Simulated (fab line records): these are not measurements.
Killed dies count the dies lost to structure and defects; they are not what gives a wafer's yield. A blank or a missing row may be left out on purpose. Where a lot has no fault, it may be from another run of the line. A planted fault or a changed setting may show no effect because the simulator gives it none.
The tool behind it: which one? + flow n5-finfet + 12 lots (36 wafers sampled), 1 step of a 1938-step route

== WHAT EACH GAUGE READ, for each wafer ==
N5_FIN_SAQP_THK_MEAS_07.
| lot  | measured    | on            | thk-nm (nm)    |
|------|-------------|---------------|----------------|
| L075 | day 2 06:26 | film-metro-01 | 60.2 60.0 60.0 |
| L077 | day 2 15:51 | film-metro-01 | 60.7 60.4 61.7 |
| L079 | day 3 03:19 | film-metro-02 | 59.1 60.1 60.8 |
| L081 | day 3 15:29 | film-metro-01 | 58.6 59.7 59.7 |
| L083 | day 4 03:08 | film-metro-01 | 59.8 60.7 60.5 |
| L085 | day 4 16:26 | film-metro-02 | 59.4 60.3 60.0 |
| L087 | day 5 02:52 | film-metro-01 | 59.0 59.1 60.2 |
| L089 | day 5 14:38 | film-metro-02 | 59.6 59.5 60.2 |
| L091 | day 6 03:43 | film-metro-01 | 58.5 59.1 60.2 |
| L093 | day 6 15:18 | film-metro-02 | 59.6 59.1 60.6 |
| L095 | day 7 03:49 | film-metro-02 | 61.4 62.1 61.6 |
| L097 | day 7 16:12 | film-metro-02 | 61.1 60.7 59.7 |

== EACH LOT AND THE TOOL THAT RAN IT (in order: tool; ch and the chambers of the sampled wafers; start) ==
Record: no process step prior to these readings.

== THE ANSWER, worked out from the rows above alone ==
Rule: the lots themselves supply what counts as usual. The widest of any qualifying gaps counts: lots, ordered by their means at a reading, are off when they make up no more than a third of the lots, leave a main group of 4 or more, and stand apart from it by 3 or more times the standard deviation of that group's means. If all means in a main group match to the digits the tables above print for the reading, that group is not used. Also off: a lot with no number at a reading for which 4 or more lots have one. The other lots that the step has rows for count as sound.
Nothing can be told from this: no lot is off at any reading shown.

== WHAT WAS PUT IN BY THE SIMULATOR ==
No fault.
